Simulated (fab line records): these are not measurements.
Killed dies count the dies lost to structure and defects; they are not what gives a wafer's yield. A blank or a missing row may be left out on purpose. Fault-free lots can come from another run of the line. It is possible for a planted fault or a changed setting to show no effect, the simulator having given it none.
A single fault, viewed from 2 desks | flow n5Finfet | each desk has only its own numbers; what lay behind them comes last

== AT THE TOOL OWNER'S DESK: rieDiel-01 ==
The tool's own readings at N5_BEOL_M2_VIA_ETCH_34 (etches the open film in C4F6/O2, target depth 69.4 nm, time 65.9 s): means of the sampled wafers that have a number, for each lot that ran on this tool. If a lot's mean is further than 4 standard deviations from the usual mean, the lot is out of limits and carries the mark OUT (the distance appears in the brackets).
Columns: A = O2_flow_sccm at N5_BEOL_M2_VIA_ETCH_34, usual 10.00 sccm; B = biasW at N5_BEOL_M2_VIA_ETCH_34, usual 170.0 W; C = drypumpMotorCurrentA at N5_BEOL_M2_VIA_ETCH_34, usual 5.8 A; D = oesProductAu at N5_BEOL_M2_VIA_ETCH_34, usual 0.84 a.u.; E = rfVppV at N5_BEOL_M2_VIA_ETCH_34, usual 668 V; F = showerheadPlenumPTorr at N5_BEOL_M2_VIA_ETCH_34, usual 2.92 Torr; G = throttleValvePct at N5_BEOL_M2_VIA_ETCH_34, usual 30.66 %
lot  | first seen here | A     | B     | C   | D    | E   | F    | G
L822 | day 8 22:00     | 10.03 | 169.7 | 5.7 | 0.73 | 677 | 2.87 | 30.82
L828 | day 9 18:31     | 10.01 | 169.7 | 5.5 | 0.84 | 667 | 2.94 | 30.57
L829 | day 10 05:07    | 9.99  | 169.6 | 5.8 | 0.71 | 669 | 2.92 | 30.47
L840 | day 13 12:32    | 9.98  | 169.7 | 5.5 | 0.82 | 670 | 2.86 | 30.65
This desk's verdict: no lot among the 4 shows anything out of limits.

== FROM THE METROLOGY DESK ==
Means of the sampled wafers that have a number, per lot and without regard to the tool the lot ran on: this is what the gauges read. If a lot's mean is further than 4 standard deviations from the usual mean, the lot is out of limits and carries the mark OUT (the distance appears in the brackets). Shown here are 7 of its 11 readings, the ones lying furthest out on some lot.
Columns: A = V1_OVL at N5_BEOL_M2_OVL_MEAS_29, usual 0.1 nm; B = DIBL_N at N5_BEOL_M4_RC_MEAS_101, usual 36.1 mV/V; C = DIBL_P at N5_BEOL_M4_RC_MEAS_101, usual 36.3 mV/V; D = IOFF_P at N5_BEOL_M4_RC_MEAS_101, usual 0.21 nA/um; E = ION_P at N5_BEOL_M4_RC_MEAS_101, usual 461 uA/um; F = VT_N at N5_BEOL_M4_RC_MEAS_101, usual 250.4 mV; G = VT_P at N5_BEOL_M4_RC_MEAS_101, usual -250 mV
lot  | first seen here | A    | B    | C    | D    | E   | F     | G
L818 | day 6 16:47     | 0.3  | 35.2 | 35.9 | 0.18 | 453 | 252.2 | -255
L822 | day 7 17:30     | -0.8 | 34.6 | 34.2 | 0.25 | 476 | 249.8 | -242
L827 | day 9 10:53     | -0.1 | 35.6 | 36.7 | 0.21 | 462 | 251.9 | -250
L828 | day 9 16:43     | -0.3 | 37.3 | 35.7 | 0.20 | 455 | 251.1 | -252
L829 | day 10 01:20    | -0.5 | 35.9 | 36.4 | 0.24 | 462 | 250.6 | -248
L833 | day 10 18:02    | 0.1  | 37.4 | 36.1 | 0.19 | 451 | 249.3 | -253
L838 | day 11 19:04    | 0.1  | 37.9 | 38.5 | 0.22 | 458 | 250.2 | -251
L840 | day 12 16:53    | 0.6  | 37.3 | 37.6 | 0.24 | 466 | 249.9 | -247
L841 | day 12 17:52    | 0.5  | 36.1 | 36.6 | 0.18 | 456 | 254.9 | -255
This desk's verdict: no lot among the 9 shows anything out of limits.

== ALL TOGETHER ==
The tool owner's desk saw nothing out of limits.
Nothing out of limits was seen by the metrology desk.

== WHAT HAD BEEN PUT IN BY THE SIMULATOR ==
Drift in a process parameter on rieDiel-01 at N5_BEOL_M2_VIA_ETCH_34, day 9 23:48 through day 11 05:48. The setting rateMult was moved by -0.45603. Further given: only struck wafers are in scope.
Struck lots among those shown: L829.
